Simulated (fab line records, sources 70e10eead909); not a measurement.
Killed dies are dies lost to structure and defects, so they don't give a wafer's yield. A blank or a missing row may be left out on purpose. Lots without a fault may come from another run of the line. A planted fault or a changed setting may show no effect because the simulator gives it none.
Which tool did it? | flow nand_harc | 13 lots, 39 wafers sampled, at 5 steps of a route of 1159

WHAT THE GAUGES READ, wafer by wafer
NHARC_A_CONTACT_CD_MEAS_80. Usual: cd_nm 189.7 nm, standard deviation 0.83.
lot  | measured     | on        | cd_nm (nm)        | flag
L406 | day 16 22:54 | cd_sem-01 | 188.0 189.5 187.5 |
L408 | day 17 10:08 | cd_sem-02 | 189.3 189.9 190.0 |
L409 | day 17 18:14 | cd_sem-01 | 190.0 191.0 190.3 |
L410 | day 17 22:59 | cd_sem-03 | 190.2 190.3 190.0 |
L411 | day 18 12:04 | cd_sem-02 | 189.1 188.8 189.0 |
L413 | day 19 04:14 | cd_sem-02 | 189.4 189.4 189.3 |
L423 | day 21 09:54 | cd_sem-01 | 189.6 190.1 190.2 |
L421 | day 21 14:52 | cd_sem-01 | 189.9 190.2 189.3 |
L422 | day 21 16:29 | cd_sem-01 | 189.2 188.9 189.6 |
L424 | day 21 21:23 | cd_sem-01 | 190.9 190.0 190.7 |
L425 | day 22 00:26 | cd_sem-03 | 189.5 189.4 189.3 |
L426 | day 22 09:05 | cd_sem-02 | 189.5 189.2 189.2 |
L428 | day 22 18:41 | cd_sem-03 | 190.6 190.5 190.4 |

NHARC_END_SORT_01. Usual: killed_at_array 28, standard deviation 11; killed_at_other 0.8, standard deviation 1.1; killed_at_periphery 3.3, standard deviation 2.8; killed_dies 32, standard deviation 11; killed_open 3.3, standard deviation 1.9; killed_short 1.9, standard deviation 1.4.
lot  | measured     | on        | killed_at_array | killed_at_other | killed_at_periphery | killed_dies | killed_open | killed_short | flag
L423 | day 24 08:58 | prober-02 | 675 676 677     | 1 1 0           | 1 0 0               | 677 677 677 | 3 1 2       | 0 1 2        | OFF
L421 | day 24 01:06 | prober-01 | 676 674 676     | 0 0 0           | 1 3 1               | 677 677 677 | 1 4 1       | 2 1 1        | OFF
L422 | day 24 11:25 | prober-01 | 667 674 673     | 4 1 1           | 6 2 3               | 677 677 677 | 2 5 4       | 3 1 4        | OFF
L425 | day 25 01:14 | prober-02 | 27 32 35        | 0 1 0           | 1 2 2               | 28 35 37    | 2 6 5       | 4 2 1        |

WHICH TOOL RAN EACH LOT (tool, then ch and the chambers of the sampled wafers, then the start)
lot  | NHARC_A_CONTACT_ETCH_127             | NHARC_A_CONTACT_ETCH_129             | NHARC_A_CONTACT_ETCH_97
L406 | har_cap_etch-03 ch 0,1, day 16 21:17 | har_cap_etch-03 ch 0,1, day 16 21:35 | rie_diel-04 ch 0,1,3, day 16 22:50
L408 | har_cap_etch-01 ch 0,1, day 17 08:32 | har_cap_etch-01 ch 0,1, day 17 08:49 | rie_diel-04 ch 1,2, day 17 10:03
L409 | har_cap_etch-03 ch 0,1, day 17 16:37 | har_cap_etch-03 ch 0,1, day 17 16:54 | rie_diel-07 ch 1,2,3, day 17 18:10
L410 | har_cap_etch-01 ch 0, day 17 21:21   | har_cap_etch-01 ch 0, day 17 21:38   | rie_diel-02 ch 0,2,3, day 17 22:55
L411 | har_cap_etch-03 ch 0,1, day 18 10:26 | har_cap_etch-03 ch 0,1, day 18 10:43 | rie_diel-04 ch 0,1,2, day 18 11:59
L413 | har_cap_etch-02 ch 0,1, day 19 02:35 | har_cap_etch-02 ch 0,1, day 19 02:52 | rie_diel-07 ch 0,2, day 19 04:10
L423 | har_cap_etch-02 ch 0,1, day 21 08:16 | har_cap_etch-02 ch 0,1, day 21 08:33 | rie_diel-04 ch 0,1,3, day 21 09:49
L421 | har_cap_etch-03 ch 0, day 21 12:54   | har_cap_etch-03 ch 0, day 21 13:11   | rie_diel-04 ch 0,3, day 21 14:47
L422 | har_cap_etch-02 ch 0,1, day 21 14:53 | har_cap_etch-02 ch 0,1, day 21 15:10 | rie_diel-04 ch 2,3, day 21 16:24
L424 | har_cap_etch-02 ch 0,1, day 21 19:45 | har_cap_etch-02 ch 0,1, day 21 20:02 | rie_diel-07 ch 1,2, day 21 21:19
L425 | har_cap_etch-03 ch 0,1, day 21 22:49 | har_cap_etch-03 ch 0,1, day 21 23:05 | rie_diel-07 ch 1,3, day 22 00:22
L426 | har_cap_etch-01 ch 0,1, day 22 07:29 | har_cap_etch-01 ch 0,1, day 22 07:46 | rie_diel-07 ch 1,2, day 22 09:00
L428 | har_cap_etch-03 ch 0,1, day 22 17:05 | har_cap_etch-03 ch 0,1, day 22 17:22 | rie_diel-07 ch 0,1, day 22 18:35
- NHARC_A_CONTACT_ETCH_127: etches the open film in C4F8/O2/Ar, time 155 s, target depth 956 nm.
- NHARC_A_CONTACT_ETCH_129: etches the open film in C4F8/O2/Ar, time 155 s, target depth 956 nm.
- NHARC_A_CONTACT_ETCH_97: etches the open film in C4F6/O2, target depth 20 nm, time 10 s.

WHAT THE TOOLS THEMSELVES READ (means of the sampled wafers that have a number; where no wafer has one, the mark that the record gives instead)
NHARC_A_CONTACT_ETCH_97. Usual: bias_w 500.0 W, standard deviation 1.6; c4f6_flow_sccm 25.00 sccm, standard deviation 0.073; drypump_motor_current_A 5.8 A, standard deviation 0.44; oes_product_au 0.954 a.u., standard deviation 0.02; rf_fwd_power_W 587 W, standard deviation 3.1; rf_vpp_V 546.7 V, standard deviation 2.7; showerhead_plenum_p_Torr 3.91 Torr, standard deviation 0.12; throttle_valve_pct 26.904 %, standard deviation 0.01.
lot  | tool        | bias_w (W) | c4f6_flow_sccm (sccm) | drypump_motor_current_A (A) | oes_product_au (a.u.) | rf_fwd_power_W (W) | rf_vpp_V (V) | showerhead_plenum_p_Torr (Torr) | throttle_valve_pct (%) | flag
L406 | rie_diel-04 | 499.9      | 25.06                 | 5.7                         | 0.949                 | 587                | 546.3        | 3.93                            | 26.906                 |
L408 | rie_diel-04 | 499.2      | 24.98                 | 5.7                         | 0.938                 | 586                | 547.3        | 3.94                            | 26.896                 |
L409 | rie_diel-07 | 500.4      | 24.99                 | 6.0                         | 0.953                 | 588                | 548.8        | 3.99                            | 26.911                 |
L410 | rie_diel-02 | 500.3      | 25.01                 | 5.7                         | 0.950                 | 589                | 544.7        | 3.84                            | 26.903                 |
L411 | rie_diel-04 | 500.3      | 25.03                 | 5.4                         | 0.948                 | 587                | 545.1        | 3.84                            | 26.908                 |
L413 | rie_diel-07 | 500.4      | 24.97                 | 5.8                         | 0.950                 | 591                | 548.0        | 3.94                            | 26.891                 |
L423 | rie_diel-04 | 499.6      | 24.99                 | 5.7                         | 0.726                 | 587                | 546.4        | 3.92                            | 26.912                 | OFF
L421 | rie_diel-04 | 499.8      | 25.14                 | 5.4                         | 0.724                 | 586                | 544.3        | 3.82                            | 26.904                 | OFF
L422 | rie_diel-04 | 502.2      | 25.01                 | 6.0                         | 0.710                 | 586                | 545.0        | 3.88                            | 26.906                 | OFF
L424 | rie_diel-07 | 498.6      | 24.98                 | 5.8                         | 0.964                 | 589                | 546.7        | 3.91                            | 26.911                 |
L425 | rie_diel-07 | 499.9      | 25.00                 | 6.0                         | 0.962                 | 584                | 549.2        | 4.03                            | 26.910                 |
L426 | rie_diel-07 | 498.7      | 25.00                 | 5.8                         | 0.960                 | 587                | 546.7        | 3.93                            | 26.902                 |
L428 | rie_diel-07 | 500.6      | 25.00                 | 5.6                         | 0.935                 | 588                | 549.3        | 3.97                            | 26.909                 |

THE ANSWER, worked out from the rows above alone
Rule: a lot is off if the mean of its wafers that have a number lies more than 3 standard deviations from the usual mean. A lot without any number at a reading at which 4 lots or more have one is off too. The other lots that the step has rows for count as sound. The gauges are gone through in route order, then the tools' own readings, and for those a lot's mean is taken as printed above. The first step at which some lot is off is used, and at that step the reading that is off furthest; a lot without a number counts as furthest.
Off: L423, L421, L422, at NHARC_END_SORT_01 (killed_at_array). Neither off nor sound, because the step has no rows for them: L406, L408, L409, L410, L411, L413, L424, L426, L428.
A tool fits if, at a process step before that reading, it ran every lot that is off, and no sound lot after the first of them. The gauges at NHARC_END_SORT_01 aren't tried: what is off there is off at NHARC_A_CONTACT_ETCH_97 too, on other tools, and a gauge's error can't cause that. One fits: rie_diel-04 at NHARC_A_CONTACT_ETCH_97. It ran no sound lot before its first lot that is off in this sample, so the start can't be narrowed down.

WHAT THE SIMULATOR HAD PUT IN
Process parameter drift: rie_diel-04, from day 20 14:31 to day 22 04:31, at NHARC_A_CONTACT_ETCH_97. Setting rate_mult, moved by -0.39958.
Lots struck among those shown: L423, L421, L422. The rule above found the same.
